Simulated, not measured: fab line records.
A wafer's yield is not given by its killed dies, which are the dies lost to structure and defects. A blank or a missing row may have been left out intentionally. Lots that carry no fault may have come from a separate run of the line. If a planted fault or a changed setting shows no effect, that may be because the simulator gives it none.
Chamber matching || flow n5_finfet || N5_FIN_CUT_ETCH_21 on rie_diel-06 has 4 sister chambers
The step etches SOC in N2/H2, target depth 219 nm, overetch 43.8 nm, time 523.5 s. 4 wafers are shown with their chamber, then 7 later ones without.

== WAFERS, EACH WITH ITS CHAMBER ==
{"wafer": "L079.4", "chamber": 3, "showerhead_plenum_p_Torr (Torr)": 2.40}
{"wafer": "L083.6", "chamber": 0, "showerhead_plenum_p_Torr (Torr)": 2.69}
{"wafer": "L087.3", "chamber": 2, "showerhead_plenum_p_Torr (Torr)": 2.44}
{"wafer": "L087.4", "chamber": 1, "showerhead_plenum_p_Torr (Torr)": 2.36}

== WAFERS WITH NO CHAMBER GIVEN ==
{"wafer": "L087.6", "showerhead_plenum_p_Torr (Torr)": 2.36}
{"wafer": "L089.1", "showerhead_plenum_p_Torr (Torr)": 2.68}
{"wafer": "L089.2", "showerhead_plenum_p_Torr (Torr)": 2.44}
{"wafer": "L089.4", "showerhead_plenum_p_Torr (Torr)": 2.39}
{"wafer": "L092.1", "showerhead_plenum_p_Torr (Torr)": 2.68}
{"wafer": "L092.2", "showerhead_plenum_p_Torr (Torr)": 2.35}
{"wafer": "L092.3", "showerhead_plenum_p_Torr (Torr)": 2.44}

== WHICH CHAMBER EACH WENT THROUGH ==
{"wafer": "L087.6", "from the rows above": 1, "in truth": 1}
{"wafer": "L089.1", "from the rows above": 0, "in truth": 0}
{"wafer": "L089.2", "from the rows above": 2, "in truth": 2}
{"wafer": "L089.4", "from the rows above": 3, "in truth": 3}
{"wafer": "L092.1", "from the rows above": 0, "in truth": 0}
{"wafer": "L092.2", "from the rows above": 1, "in truth": 1}
{"wafer": "L092.3", "from the rows above": 2, "in truth": 2}
Correct placement for 7 of the 7. Number that these rows cannot place: 0. 0 placed wrongly.
How it was worked out, from the rows above alone: a wafer's distance from a chamber is the root of the sum, over the readings, of the square of ((its reading less the chamber's mean) divided by the reading's scatter). If the next closest chamber is less than 2 further off than the closest, the wafer can't be placed; otherwise it belongs to the closest. A chamber's mean is the mean of its shown wafers. The scatter (one wafer shown for each chamber): square how far every hidden wafer sits from the nearest shown wafer, average those squares and take the square root.
